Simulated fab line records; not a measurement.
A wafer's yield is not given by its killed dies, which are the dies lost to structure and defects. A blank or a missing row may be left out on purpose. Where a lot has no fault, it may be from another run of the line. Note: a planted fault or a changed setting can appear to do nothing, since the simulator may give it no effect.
Chamber matching | flow n5 finfet | cvd co-01 running N5_BEOL_M4_CO_CAP_55: 3 sister chambers
The step material Co, precursor CCTBA/H2, target thk 2 nm, time 102.1 s. 6 wafers are shown with their chamber, then 12 later ones without.

== WAFERS PAIRED WITH THEIR CHAMBERS ==
wafer  | chamber | heater power w (W)
L091.4 | 0       | 252
L090.2 | 1       | 247
L090.6 | 2       | 200
L092.1 | 2       | 197
L092.2 | 0       | 251
L092.4 | 1       | 241

== WAFERS WITH NO CHAMBER GIVEN ==
wafer  | heater power w (W)
L093.1 | 254
L093.3 | 196
L093.4 | 195
L095.2 | 200
L095.4 | 261
L095.5 | 251
L094.1 | 193
L094.3 | 256
L094.6 | 198
L097.1 | 199
L097.4 | 244
L097.6 | 192

== WHICH CHAMBER EACH ONE RAN IN ==
wafer  | from the rows above | in truth
L093.1 | 0                   | 0
L093.3 | 2                   | 2
L093.4 | 2                   | 2
L095.2 | 2                   | 2
L095.4 | 0                   | 0
L095.5 | 0                   | 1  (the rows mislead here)
L094.1 | 2                   | 2
L094.3 | 0                   | 0
L094.6 | 2                   | 2
L097.1 | 2                   | 2
L097.4 | 1                   | 1
L097.6 | 2                   | 2
Correct placement for 11 of the 12. Can't be placed from these rows: 0. Number placed wrongly: 1.
How it was worked out, from the rows above alone: a wafer's distance from a chamber is the root of the sum, over the readings, of the square of ((its reading less the chamber's mean) divided by the reading's scatter). If the next closest chamber is less than 2 further off than the closest, the wafer can't be placed; otherwise it belongs to the closest. For every chamber, the mean is computed from those of its wafers that are shown. The scatter: the root of (the sum of the squares of (reading less its chamber's mean) over the shown wafers, divided by (wafers less chambers)).
